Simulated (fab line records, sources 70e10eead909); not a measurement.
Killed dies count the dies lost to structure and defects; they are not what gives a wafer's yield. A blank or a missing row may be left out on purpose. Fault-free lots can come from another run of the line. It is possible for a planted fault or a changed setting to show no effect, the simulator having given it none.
Chamber matching	flow nand_harc	pecvd-03 running NHARC_A_M0_PRE_CLEAN_31: 3 sister chambers
The step time 12 s. 16 wafers are shown with their chamber, then 8 later ones without.

EACH WAFER AND ITS CHAMBER
wafer	chamber	heater_power_w (W)
L077.3	1	611
L077.5	1	606
L077.6	0	732
L082.3	1	618
L082.5	0	661
L082.6	1	633
L083.1	1	608
L083.2	1	621
L083.3	1	591
L084.2	1	560
L084.3	1	557
L084.6	1	544
L087.2	1	571
L087.3	2	579
L087.6	1	567
L089.3	0	644

SIGNATURES, as means of the wafers listed above
reading	chamber 0	chamber 1	chamber 2	scatter within a chamber
heater_power_w	679.00	590.58	579.00	32.8
Rule: for a wafer and a chamber, the distance is found by dividing, reading by reading, the gap between the wafer's reading and the chamber's mean by the reading's scatter, squaring, summing and taking the root. The wafer belongs to the nearest chamber; if the next one is less than 2 further off, it can't be placed. The scatter: take each reading less its chamber's mean, square it, sum over the shown wafers, divide by the number of wafers less the number of chambers, and take the root.

WAFERS WHOSE CHAMBER IS MISSING
wafer	heater_power_w (W)
L089.4	647
L089.5	608
L090.2	703
L090.3	568
L090.6	528
L092.3	688
L092.4	661
L092.5	612

WHICH CHAMBER EACH ONE RAN IN
wafer	from the rows above	in truth
L089.4	can't be placed: 0 or 1 or 2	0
L089.5	can't be placed: 1 or 2 or 0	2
L090.2	0	0
L090.3	can't be placed: 2 or 1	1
L090.6	can't be placed: 2 or 1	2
L092.3	0	0
L092.4	can't be placed: 0 or 1 or 2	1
L092.5	can't be placed: 1 or 2 or 0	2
Correct placement for 2 of the 8. Cannot be placed on the basis of these rows: 6; the candidates contain the true chamber in 6. Number placed wrongly: 0.
